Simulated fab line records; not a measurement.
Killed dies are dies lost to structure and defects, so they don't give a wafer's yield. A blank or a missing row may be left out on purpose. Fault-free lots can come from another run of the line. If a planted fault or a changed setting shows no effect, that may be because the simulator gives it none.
Code-filled problem report in 8D (eight disciplines) form -- flow n5-finfet -- the parts of the form that need people (team, actions taken, sign-off) are left out

1. PROBLEM STATEMENT
Mean of plate-temp-C at N5_BEOL_M15_PEB_26: 131.13 C across 6 wafers in 2 lots; on wafers with no fault it is 130.00 C (standard deviation 0.14). Measured from the usual mean, that is +8.1 standard deviations.
The step: peb time 90 s.
The first sign was on wafer L178.1 at day 14 10:24, on litho-track-01. At this step, 29 wafers from 10 lots have a number in the record. The rule behind "out" and "out of limits": a value lying over 4 standard deviations away from the usual mean. The other wafers with a number count as sound.

2. WHAT IT IS AND WHAT IT IS NOT
question,is,is not
which readings at this step,plate-temp-C,-
which lots,"L178, L181","L168, L171, L183, L184, L187, L188, L189, L190"
which wafers of those lots,all that have a number,-
read on which tools,litho-track-01,"litho-track-02, litho-track-05"
when,from day 14 10:24,"up to then (6 sound wafers); but 17 sound wafers of L183, L184, L187, L188, L189, L190 came after"

3. SUSPECTS, AND WHAT RULES EACH OUT
Counting: a tool at a process step up to the reading stays a suspect if it ran every lot that is out and no sound lot after the first of them.
- litho-track-01 at N5_BEOL_M15_PEB_26 (peb time 90 s): kept. Every lot that is out went through it, starting with L178 (day 14 10:24), and after that it ran no sound lot; the last sound lot it ran before then is L171 (day 12 09:25). Its own readings are out on those wafers: plate-temp-C.
Remaining after the count: litho-track-01 at N5_BEOL_M15_PEB_26.

4. THE CAUSE (what the simulator had put in)
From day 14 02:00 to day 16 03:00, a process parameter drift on litho-track-01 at N5_BEOL_M15_PEB_26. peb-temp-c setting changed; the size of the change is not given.
This tool alone remained once counting was done.

5. THE EFFECT CHAIN, in route order
Each row: a reading where the mean over the struck wafers with a number is more than 3 standard deviations away from the usual. Only readings whose record carries a usual standard deviation are examined. hours: median over the lots of the time between each lot's start at the first step of this table that gives one and its start at this step. sigmas: the change, counted in usual standard deviations.
hours,step,reading,usual,on struck wafers,change,sigmas
0,N5_BEOL_M15_PEB_26,heater-power-total-W,172.5 W,175.1,+2.6,+3.5
0,N5_BEOL_M15_PEB_26,plate-temp-C,130.00 C,131.13,+1.13,+8.1
0,N5_BEOL_M15_CD_MEAS_28,cd-nm,408.2 nm,413.5,+5.3,+3.1
Process steps it contains:
- N5_BEOL_M15_PEB_26: peb time 90 s.

6. HOW IT WOULD HAVE BEEN CAUGHT EARLIER
The fault began at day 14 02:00; the first out-of-limits reading in this record came at day 14 10:24, 8 hours later.
